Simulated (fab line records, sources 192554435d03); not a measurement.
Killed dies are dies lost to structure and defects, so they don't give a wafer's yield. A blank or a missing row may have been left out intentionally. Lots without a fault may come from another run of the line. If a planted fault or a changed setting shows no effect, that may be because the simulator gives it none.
Chamber matching -- flow n5-finfet -- 4 sister chambers for N5_HKMG_FIN_CMP_94 on cmp-04
The step polishes, stops on SiNx, t overpolish 4.7 s, target thk 43.299 nm. 4 wafers are shown with their chamber, then 7 later ones without.

== EACH WAFER AND ITS CHAMBER ==
wafer,chamber,motor-current-A (A)
L090.4,2,11.4
L090.5,0,13.2
L091.1,1,12.2
L091.2,3,12.0

== WAFERS WHOSE CHAMBER IS MISSING ==
wafer,motor-current-A (A)
L091.4,12.7
L093.1,12.3
L093.5,12.5
L093.6,11.3
L095.2,12.0
L095.3,12.5
L095.5,13.0

== CHAMBER TAKEN BY EACH ==
wafer,from the rows above,in truth
L091.4,can't be placed: 0 or 1 or 3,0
L093.1,can't be placed: 1 or 3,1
L093.5,can't be placed: 1 or 3 or 0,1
L093.6,2,2
L095.2,can't be placed: 3 or 1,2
L095.3,can't be placed: 1 or 3 or 0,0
L095.5,0,0
Correct placement for 2 of the 7. Unplaceable from these rows: 5, with the true chamber sitting among the candidates in 4. Wrongly placed: 0.
How it was worked out, from the rows above alone: a wafer's distance from a chamber is the root of the sum, over the readings, of the square of ((its reading less the chamber's mean) divided by the reading's scatter). If the next closest chamber is less than 2 further off than the closest, the wafer can't be placed; otherwise it belongs to the closest. Each chamber's mean is taken over the wafers shown for it. The scatter: root of mean squared gap, hidden wafer to nearest shown wafer, with one shown wafer a chamber.
